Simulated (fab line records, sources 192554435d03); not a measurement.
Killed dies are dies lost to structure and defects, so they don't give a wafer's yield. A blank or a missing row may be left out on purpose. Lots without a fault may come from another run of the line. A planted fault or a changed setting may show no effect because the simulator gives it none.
Split-lot experiment | flow n5_finfet | 7 lots, 39 wafers read, on a route of 1938 steps

THE SPLIT
At N5_FIN_CUT_CUT_ETCH_26 (etches SiNx in CH3F/O2, target depth 39 nm, time 55.7 s), the setting source_w was moved away from the recipe's 395 W on 15 of the 39 wafers read, by -10.2% to +17.9%. The other wafers ran this setting at the recipe's value.

The reading is taken at the split's own step.

THE READING
rf_vpp_V, in V, at N5_FIN_CUT_CUT_ETCH_26 (etches SiNx in CH3F/O2, target depth 39 nm, time 55.7 s). Fault-free wafers of this fab line usually give 296.3 V, standard deviation 2.6 V.

wafer  | tool, chamber at the split | source_w as run, W | against the recipe | rf_vpp_V, V | against lot-mates on the recipe
L075.1 | rie_diel-06, 2             | 395                | recipe             | 293.2       | -
L075.2 | rie_diel-06, 1             | 395                | recipe             | 301.4       | -
L075.3 | rie_diel-06, 3             | 395                | recipe             | 297.0       | -
L075.4 | rie_diel-06, 1             | 395                | recipe             | 301.8       | -
L075.5 | rie_diel-06, 2             | 395                | recipe             | 294.2       | -
L075.6 | rie_diel-06, 3             | 395                | recipe             | 296.0       | -
L078.2 | rie_diel-06, 1             | 395                | recipe             | 300.5       | -
L078.3 | rie_diel-06, 3             | 395                | recipe             | 295.3       | -
L078.5 | rie_diel-06, 0             | 395                | recipe             | 294.9       | -
L082.1 | rie_diel-02, 3             | 451.5              | +14.3%             | 276.1       | -18.0
L082.2 | rie_diel-02, 2             | 451.5              | +14.3%             | 279.6       | -14.5
L082.3 | rie_diel-02, 1             | 395                | recipe             | 295.0       | -
L082.4 | rie_diel-02, 0             | 395                | recipe             | 292.9       | -
L082.5 | rie_diel-02, 0             | 395                | recipe             | 294.4       | -
L082.6 | rie_diel-02, 1             | 451.5              | +14.3%             | 278.5       | -15.6
L083.1 | rie_diel-06, 3             | 395                | recipe             | 296.4       | -
L083.2 | rie_diel-06, 0             | 465.9              | +17.9%             | 271.0       | -26.0
L083.3 | rie_diel-06, 2             | 465.9              | +17.9%             | 272.3       | -24.7
L083.4 | rie_diel-06, 1             | 465.9              | +17.9%             | 277.7       | -19.3
L083.5 | rie_diel-06, 1             | 395                | recipe             | 300.2       | -
L083.6 | rie_diel-06, 0             | 395                | recipe             | 294.5       | -
L085.1 | rie_diel-02, 0             | 395                | recipe             | 293.6       | -
L085.2 | rie_diel-02, 2             | 421                | +6.6%              | 288.8       | -5.2
L085.3 | rie_diel-02, 3             | 421                | +6.6%              | 284.4       | -9.6
L085.4 | rie_diel-02, 0             | 395                | recipe             | 293.9       | -
L085.5 | rie_diel-02, 2             | 421                | +6.6%              | 289.6       | -4.4
L085.6 | rie_diel-02, 3             | 395                | recipe             | 294.6       | -
L087.1 | rie_diel-06, 3             | 395                | recipe             | 297.6       | -
L087.2 | rie_diel-06, 0             | 354.6              | -10.2%             | 309.7       | +12.2
L087.3 | rie_diel-06, 1             | 354.6              | -10.2%             | 316.7       | +19.2
L087.4 | rie_diel-06, 2             | 395                | recipe             | 294.3       | -
L087.5 | rie_diel-06, 1             | 395                | recipe             | 300.5       | -
L087.6 | rie_diel-06, 0             | 354.6              | -10.2%             | 308.8       | +11.3
L093.1 | rie_diel-06, 3             | 447.7              | +13.3%             | 279.3       | -16.9
L093.2 | rie_diel-06, 1             | 395                | recipe             | 300.2       | -
L093.3 | rie_diel-06, 0             | 447.7              | +13.3%             | 277.9       | -18.3
L093.4 | rie_diel-06, 2             | 395                | recipe             | 293.6       | -
L093.5 | rie_diel-06, 1             | 447.7              | +13.3%             | 283.4       | -12.8
L093.6 | rie_diel-06, 0             | 395                | recipe             | 294.7       | -

THE FIT
A straight line over all 39 wafers: rf_vpp_V changes by -1.3 V for each +1% of source_w; r = -0.96; the points scatter about the line by 2.9 V.
The same after taking each lot's own level away (the mean of its wafers on the recipe; 39 wafers): -1.25 V for each +1%; r = -0.96; scatter 2.7 V.
On that fit, the largest move of source_w shifts the reading by 22 V.
The lots' own levels span 294.03 to 297.47 V, that is 1.3 times the standard deviation above.
So the lot-to-lot level changes the slope little: the two slopes agree.
Check: with one of the wafers moved furthest among these (+17.9%) left out of the fit, the line predicts -21.5 V for it against its lot-mates. It came out at -26 V against them.
Tool readings at the split's step, against how far the setting was moved: rf_vpp_V r = -0.96.

OTHER SPLITS ON THESE WAFERS
These wafers also went through other splits before the reading. Each is held against what the fit with the lots' levels taken away leaves over:
other split on the same wafers    | wafers away from the commonest value | r with rf_vpp_V (lot level and that fit taken away)
N5_FIN_SAQP_MANDREL_ETCH_22 icp_w | 12                                   | +0.17

THE WHOLE CHAIN: every reading that the file lists as answering this split, in the file's order
step                   | what it does                                            | reading                                                        | change (the file's fit)               | r (the file's)
N5_FIN_CUT_CUT_ETCH_26 | etches SiNx in CH3F/O2, target depth 39 nm, time 55.7 s | rf_vpp_V                                                       | -1.23 V for each +1% of the setting   | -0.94
N5_FIN_CUT_CUT_ETCH_26 | etches SiNx in CH3F/O2, target depth 39 nm, time 55.7 s | etch.depth_nm (the simulator's own value, which no gauge read) | +0.156 nm for each +1% of the setting | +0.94

THE FILE'S OWN FIT
rf_vpp_V changes by -1.23 V for each +1% of source_w, r = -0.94.
